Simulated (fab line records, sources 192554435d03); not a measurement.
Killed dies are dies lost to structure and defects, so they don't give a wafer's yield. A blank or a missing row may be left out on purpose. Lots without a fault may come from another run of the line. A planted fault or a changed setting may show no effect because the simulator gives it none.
Chamber matching | flow n5_finfet | N5_BEOL_M4_PECVD_72 on pecvd-01: 3 sister chambers
The step deposits SiO2 from TEOS/O2, target thk 16 nm, time 18 s. 6 wafers are shown with their chamber, then 11 later ones without.

WAFERS WITH THEIR CHAMBER
wafer  | chamber | throttle_valve_pct (%) | showerhead_plenum_p_Torr (Torr)
L083.1 | 2       | 21.6                   | 8.81
L085.1 | 1       | 21.4                   | 8.75
L092.1 | 0       | 24.2                   | 8.84
L092.2 | 2       | 21.7                   | 8.83
L092.3 | 1       | 21.4                   | 8.76
L092.4 | 0       | 24.2                   | 8.81

WAFERS WITHOUT THEIR CHAMBER
wafer  | throttle_valve_pct (%) | showerhead_plenum_p_Torr (Torr)
L092.5 | 21.9                   | 8.84
L092.6 | 21.4                   | 8.72
L095.1 | 21.6                   | 8.82
L095.2 | 24.3                   | 8.83
L095.3 | 21.5                   | 8.77
L095.4 | 21.3                   | 8.74
L095.5 | 24.5                   | 8.82
L095.6 | 21.5                   | 8.84
L097.1 | 21.6                   | 8.84
L097.3 | 24.6                   | 8.81
L097.5 | 21.5                   | 8.75

WHICH CHAMBER EACH WENT THROUGH
wafer  | from the rows above | in truth
L092.5 | 2                   | 2
L092.6 | 1                   | 1
L095.1 | 2                   | 2
L095.2 | 0                   | 0
L095.3 | 1                   | 1
L095.4 | 1                   | 1
L095.5 | 0                   | 0
L095.6 | 2                   | 2
L097.1 | 2                   | 2
L097.3 | 0                   | 0
L097.5 | 1                   | 1
Placed correctly: 11 of 11. Can't be placed from these rows: 0. Placed wrongly: 0.
How it was worked out, from the rows above alone: a wafer's distance from a chamber is the root of the sum, over the readings, of the square of ((its reading less the chamber's mean) divided by the reading's scatter). The wafer belongs to the nearest chamber; if the next one is less than 2 further off, it can't be placed. A chamber's mean is the mean of its shown wafers. The scatter: the root of (the sum of the squares of (reading less its chamber's mean) over the shown wafers, divided by (wafers less chambers)).
